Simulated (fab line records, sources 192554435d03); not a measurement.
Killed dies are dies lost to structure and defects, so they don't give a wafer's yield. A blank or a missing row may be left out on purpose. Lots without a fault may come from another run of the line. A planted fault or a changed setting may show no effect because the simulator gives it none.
Chamber matching | flow n5_finfet | N5_HKMG_FIN_PWFM_ALD_03 on ald_metal-03: 4 sister chambers
The step deposits TiN, target thk 2 nm, pulse time 1 s, purge time 3 s. 18 wafers are shown with their chamber, then 9 later ones without.

WAFERS WITH THEIR CHAMBER
wafer  | chamber | heater_power_w (W) | precursor_pulse_height_rel
L078.2 | 0       | 750                | 1.012
L078.4 | 3       | 1105               | 0.995
L078.6 | 1       | 822                | 1.025
L079.2 | 1       | 831                | 0.955
L079.3 | 3       | 1128               | 1.043
L079.6 | 1       | 818                | 1.004
L082.2 | 0       | 754                | 1.020
L082.3 | 1       | 840                | 1.009
L082.5 | 1       | 827                | 1.015
L086.1 | 0       | 752                | 1.004
L086.4 | 3       | 1154               | 1.004
L086.6 | 2       | 921                | 1.000
L092.1 | 1       | 838                | 0.997
L092.2 | 3       | 1139               | 1.013
L092.6 | 1       | 823                | 0.973
L093.1 | 0       | 740                | 1.014
L093.4 | 2       | 901                | 0.987
L093.5 | 1       | 839                | 1.014

SIGNATURES (means of the wafers above)
reading                    | chamber 0 | chamber 1 | chamber 2 | chamber 3 | scatter within a chamber
heater_power_w             | 749.00    | 829.75    | 911.00    | 1131.50   | 12.3
precursor_pulse_height_rel | 1.01250   | 0.99900   | 0.99350   | 1.01375   | 0.0197
Rule: a wafer's distance from a chamber is the root of the sum, over the readings, of the square of ((its reading less the chamber's mean) divided by the reading's scatter). The wafer belongs to the nearest chamber; if the next one is less than 2 further off, it can't be placed. The scatter: the root of (the sum of the squares of (reading less its chamber's mean) over the shown wafers, divided by (wafers less chambers)).

WAFERS WITHOUT THEIR CHAMBER
wafer  | heater_power_w (W) | precursor_pulse_height_rel
L095.1 | 1175               | 1.009
L095.2 | 939                | 1.004
L095.4 | 825                | 1.025
L096.2 | 804                | 1.010
L096.3 | 930                | 0.968
L096.5 | 1142               | 0.988
L097.1 | 1129               | 0.997
L097.3 | 767                | 0.989
L097.5 | 803                | 1.005

WHICH CHAMBER EACH WENT THROUGH
wafer  | from the rows above | in truth
L095.1 | 3                   | 3
L095.2 | 2                   | 2
L095.4 | 1                   | 1
L096.2 | 1                   | 1
L096.3 | 2                   | 2
L096.5 | 3                   | 3
L097.1 | 3                   | 3
L097.3 | 0                   | 0
L097.5 | 1                   | 1
Placed correctly: 9 of 9. Can't be placed from these rows: 0. Placed wrongly: 0.
